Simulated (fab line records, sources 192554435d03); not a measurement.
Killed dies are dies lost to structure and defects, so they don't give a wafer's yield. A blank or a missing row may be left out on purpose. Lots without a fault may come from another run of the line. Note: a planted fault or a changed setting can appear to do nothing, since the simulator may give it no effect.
Which tool was responsible? || flow n5_finfet || 11 lots with 32 wafers sampled at 5 steps, on a route of 1938 steps

== WHAT THE GAUGES READ, wafer by wafer ==
N5_BEOL_M7_CD_MEAS_11: target cd 38.5 nm.
{"lot": "L887", "measured": "day 9 02:38", "on": "cd_sem-02", "cd_nm (nm)": "38.6 38.3"}
{"lot": "L889", "measured": "day 9 09:45", "on": "cd_sem-03", "cd_nm (nm)": "38.3 38.5 38.0"}
{"lot": "L890", "measured": "day 9 16:18", "on": "cd_sem-02", "cd_nm (nm)": "39.6 38.5 38.9"}
{"lot": "L895", "measured": "day 11 00:15", "on": "cd_sem-01", "cd_nm (nm)": "39.0 39.0 38.4"}
{"lot": "L896", "measured": "day 11 06:12", "on": "cd_sem-02", "cd_nm (nm)": "37.7 37.7 38.6"}
{"lot": "L898", "measured": "day 11 16:23", "on": "cd_sem-01", "cd_nm (nm)": "39.0 39.0 39.3"}
{"lot": "L901", "measured": "day 13 00:30", "on": "cd_sem-03", "cd_nm (nm)": "39.1 38.7 39.0"}
{"lot": "L902", "measured": "day 13 01:52", "on": "cd_sem-01", "cd_nm (nm)": "38.6 38.7 38.2"}
{"lot": "L906", "measured": "day 13 18:41", "on": "cd_sem-03", "cd_nm (nm)": "38.6 38.3 39.1"}
{"lot": "L909", "measured": "day 15 05:32", "on": "cd_sem-01", "cd_nm (nm)": "39.2 38.6 38.3"}
{"lot": "L910", "measured": "day 15 05:37", "on": "cd_sem-02", "cd_nm (nm)": "38.9 38.7 38.8"}

N5_BEOL_M7_INSPECT_13: inspects for defects (brightfield).
{"lot": "L887", "measured": "day 9 02:41", "on": "defect_inspect-01", "raw_defect_count": "367 460"}
{"lot": "L889", "measured": "day 9 09:48", "on": "defect_inspect-02", "raw_defect_count": "431 414 397"}
{"lot": "L890", "measured": "day 9 16:21", "on": "defect_inspect-02", "raw_defect_count": "291 348 366"}
{"lot": "L895", "measured": "day 11 00:18", "on": "defect_inspect-01", "raw_defect_count": "355 417 451"}
{"lot": "L896", "measured": "day 11 06:15", "on": "defect_inspect-02", "raw_defect_count": "749 792 733"}
{"lot": "L898", "measured": "day 11 16:26", "on": "defect_inspect-02", "raw_defect_count": "850 760 973"}
{"lot": "L901", "measured": "day 13 00:33", "on": "defect_inspect-02", "raw_defect_count": "377 375 573"}
{"lot": "L902", "measured": "day 13 01:55", "on": "defect_inspect-01", "raw_defect_count": "304 339 340"}
{"lot": "L906", "measured": "day 13 18:44", "on": "defect_inspect-01", "raw_defect_count": "478 317 257"}
{"lot": "L909", "measured": "day 15 05:35", "on": "defect_inspect-01", "raw_defect_count": "446 394 452"}
{"lot": "L910", "measured": "day 15 05:40", "on": "defect_inspect-02", "raw_defect_count": "407 560 320"}

== WHAT TOOL EACH LOT RAN ON (gives the tool, then ch and the chambers of the sampled wafers, and finally the start) ==
{"lot": "L887", "N5_BEOL_M6_ANNEAL_51": "rtp_anneal-01 ch 0, day 8 21:56", "N5_BEOL_M7_PECVD_70": "pecvd-01 ch 0,2, day 8 23:20", "N5_BEOL_M7_HM_DEP_02": "pvd_sputter-03, day 9 02:16"}
{"lot": "L889", "N5_BEOL_M6_ANNEAL_51": "rtp_anneal-02 ch 0, day 9 07:11", "N5_BEOL_M7_PECVD_70": "pecvd-04 ch 1,2, day 9 08:33", "N5_BEOL_M7_HM_DEP_02": "pvd_sputter-01, day 9 09:15"}
{"lot": "L890", "N5_BEOL_M6_ANNEAL_51": "rtp_anneal-01 ch 0, day 9 13:50", "N5_BEOL_M7_PECVD_70": "pecvd-04 ch 0,1, day 9 15:14", "N5_BEOL_M7_HM_DEP_02": "pvd_sputter-03, day 9 15:55"}
{"lot": "L895", "N5_BEOL_M6_ANNEAL_51": "rtp_anneal-02 ch 0, day 10 19:47", "N5_BEOL_M7_PECVD_70": "pecvd-01 ch 1,2, day 10 21:07", "N5_BEOL_M7_HM_DEP_02": "pvd_sputter-03, day 10 23:45"}
{"lot": "L896", "N5_BEOL_M6_ANNEAL_51": "rtp_anneal-02 ch 0, day 11 01:44", "N5_BEOL_M7_PECVD_70": "pecvd-04 ch 1,2, day 11 03:35", "N5_BEOL_M7_HM_DEP_02": "pvd_sputter-02, day 11 05:49"}
{"lot": "L898", "N5_BEOL_M6_ANNEAL_51": "rtp_anneal-02 ch 0, day 11 13:09", "N5_BEOL_M7_PECVD_70": "pecvd-04 ch 0,1,2, day 11 14:36", "N5_BEOL_M7_HM_DEP_02": "pvd_sputter-01, day 11 15:53"}
{"lot": "L901", "N5_BEOL_M6_ANNEAL_51": "rtp_anneal-01 ch 0, day 12 21:32", "N5_BEOL_M7_PECVD_70": "pecvd-01 ch 1,2, day 12 23:14", "N5_BEOL_M7_HM_DEP_02": "pvd_sputter-02, day 13 00:00"}
{"lot": "L902", "N5_BEOL_M6_ANNEAL_51": "rtp_anneal-02 ch 0, day 12 22:02", "N5_BEOL_M7_PECVD_70": "pecvd-03 ch 0,2, day 12 23:43", "N5_BEOL_M7_HM_DEP_02": "pvd_sputter-01, day 13 01:22"}
{"lot": "L906", "N5_BEOL_M6_ANNEAL_51": "rtp_anneal-02 ch 0, day 13 15:32", "N5_BEOL_M7_PECVD_70": "pecvd-01 ch 0,1, day 13 17:00", "N5_BEOL_M7_HM_DEP_02": "pvd_sputter-03, day 13 18:11"}
{"lot": "L909", "N5_BEOL_M6_ANNEAL_51": "rtp_anneal-02 ch 0, day 15 02:15", "N5_BEOL_M7_PECVD_70": "pecvd-01 ch 0,1,2, day 15 04:05", "N5_BEOL_M7_HM_DEP_02": "pvd_sputter-03, day 15 05:02"}
{"lot": "L910", "N5_BEOL_M6_ANNEAL_51": "rtp_anneal-02 ch 0, day 15 03:17", "N5_BEOL_M7_PECVD_70": "pecvd-04 ch 0,1, day 15 04:35", "N5_BEOL_M7_HM_DEP_02": "pvd_sputter-03, day 15 05:14"}
- N5_BEOL_M6_ANNEAL_51: time 90 s.
- N5_BEOL_M7_PECVD_70: deposits SiO2 from TEOS/O2, target thk 20 nm, time 22.7 s.
- N5_BEOL_M7_HM_DEP_02: deposits TiN, target thk 20 nm.

== WHAT THE TOOLS THEMSELVES READ (means of the sampled wafers that have a number; where no wafer has one, the mark that the record gives instead) ==
N5_BEOL_M6_ANNEAL_51.
{"lot": "L887", "tool": "rtp_anneal-01", "anneal_temp_c_max": 225.9, "wafer_temp_C_max": 226.8}
{"lot": "L889", "tool": "rtp_anneal-02", "anneal_temp_c_max": 226.3, "wafer_temp_C_max": 225.9}
{"lot": "L890", "tool": "rtp_anneal-01", "anneal_temp_c_max": 225.9, "wafer_temp_C_max": 227.0}
{"lot": "L895", "tool": "rtp_anneal-02", "anneal_temp_c_max": 226.3, "wafer_temp_C_max": 225.8}
{"lot": "L896", "tool": "rtp_anneal-02", "anneal_temp_c_max": 226.7, "wafer_temp_C_max": 225.9}
{"lot": "L898", "tool": "rtp_anneal-02", "anneal_temp_c_max": 226.6, "wafer_temp_C_max": 226.0}
{"lot": "L901", "tool": "rtp_anneal-01", "anneal_temp_c_max": 225.9, "wafer_temp_C_max": 226.4}
{"lot": "L902", "tool": "rtp_anneal-02", "anneal_temp_c_max": 226.4, "wafer_temp_C_max": 226.3}
{"lot": "L906", "tool": "rtp_anneal-02", "anneal_temp_c_max": 226.7, "wafer_temp_C_max": 226.3}
{"lot": "L909", "tool": "rtp_anneal-02", "anneal_temp_c_max": 226.6, "wafer_temp_C_max": 225.9}
{"lot": "L910", "tool": "rtp_anneal-02", "anneal_temp_c_max": 226.8, "wafer_temp_C_max": 226.3}

N5_BEOL_M7_PECVD_70.
{"lot": "L887", "tool": "pecvd-01", "heater_power_w (W)": 744, "showerhead_plenum_p_Torr (Torr)": 8.84, "throttle_valve_pct (%)": 21.6}
{"lot": "L889", "tool": "pecvd-04", "heater_power_w (W)": 805, "showerhead_plenum_p_Torr (Torr)": 8.88, "throttle_valve_pct (%)": 23.2}
{"lot": "L890", "tool": "pecvd-04", "heater_power_w (W)": 703, "showerhead_plenum_p_Torr (Torr)": 8.88, "throttle_valve_pct (%)": 23.0}
{"lot": "L895", "tool": "pecvd-01", "heater_power_w (W)": 695, "showerhead_plenum_p_Torr (Torr)": 8.92, "throttle_valve_pct (%)": 22.6}
{"lot": "L896", "tool": "pecvd-04", "heater_power_w (W)": 853, "showerhead_plenum_p_Torr (Torr)": 8.82, "throttle_valve_pct (%)": 22.6}
{"lot": "L898", "tool": "pecvd-04", "heater_power_w (W)": 754, "showerhead_plenum_p_Torr (Torr)": 8.83, "throttle_valve_pct (%)": 22.5}
{"lot": "L901", "tool": "pecvd-01", "heater_power_w (W)": 751, "showerhead_plenum_p_Torr (Torr)": 8.89, "throttle_valve_pct (%)": 24.1}
{"lot": "L902", "tool": "pecvd-03", "heater_power_w (W)": 773, "showerhead_plenum_p_Torr (Torr)": 8.90, "throttle_valve_pct (%)": 21.6}
{"lot": "L906", "tool": "pecvd-01", "heater_power_w (W)": 733, "showerhead_plenum_p_Torr (Torr)": 8.81, "throttle_valve_pct (%)": 23.2}
{"lot": "L909", "tool": "pecvd-01", "heater_power_w (W)": 749, "showerhead_plenum_p_Torr (Torr)": 8.84, "throttle_valve_pct (%)": 22.9}
{"lot": "L910", "tool": "pecvd-04", "heater_power_w (W)": 691, "showerhead_plenum_p_Torr (Torr)": 8.83, "throttle_valve_pct (%)": 22.6}

N5_BEOL_M7_HM_DEP_02.
{"lot": "L887", "tool": "pvd_sputter-03", "throttle_valve_pct (%)": 29.8}
{"lot": "L889", "tool": "pvd_sputter-01", "throttle_valve_pct (%)": 29.7}
{"lot": "L890", "tool": "pvd_sputter-03", "throttle_valve_pct (%)": 30.5}
{"lot": "L895", "tool": "pvd_sputter-03", "throttle_valve_pct (%)": 30.2}
{"lot": "L896", "tool": "pvd_sputter-02", "throttle_valve_pct (%)": 28.9}
{"lot": "L898", "tool": "pvd_sputter-01", "throttle_valve_pct (%)": 29.9}
{"lot": "L901", "tool": "pvd_sputter-02", "throttle_valve_pct (%)": 30.0}
{"lot": "L902", "tool": "pvd_sputter-01", "throttle_valve_pct (%)": 30.1}
{"lot": "L906", "tool": "pvd_sputter-03", "throttle_valve_pct (%)": 30.7}
{"lot": "L909", "tool": "pvd_sputter-03", "throttle_valve_pct (%)": 29.9}
{"lot": "L910", "tool": "pvd_sputter-03", "throttle_valve_pct (%)": 30.4}

== THE ANSWER, worked out from the rows above alone ==
Rule: the lots themselves supply what counts as usual. The widest of any qualifying gaps counts: lots, ordered by their means at a reading, are off when they make up no more than a third of the lots, leave a main group of 4 or more, and stand apart from it by 3 or more times the standard deviation of that group's means. A main group is skipped when, at the precision printed for the reading in the tables above, its means are all equal. Also off: a lot with no number at a reading for which 4 or more lots have one. Any other lot the step has rows for is counted as sound. After the gauges, taken in route order, come the tools' own readings; for these a lot's mean is taken, as printed above. The first step at which some lot is off is used, and at that step the reading that is off furthest; a lot without a number counts as furthest.
Off at N5_BEOL_M7_INSPECT_13 (raw_defect_count): L896, L898. The main group has a mean of 394 with a standard deviation of 42.
A tool fits if, at a process step before that reading, it ran every lot that is off, and no sound lot after the first of them. Gauges at N5_BEOL_M7_INSPECT_13: tried the same way as those tools. No candidate that was tried fits.

== WHAT THE SIMULATOR HAD INSERTED ==
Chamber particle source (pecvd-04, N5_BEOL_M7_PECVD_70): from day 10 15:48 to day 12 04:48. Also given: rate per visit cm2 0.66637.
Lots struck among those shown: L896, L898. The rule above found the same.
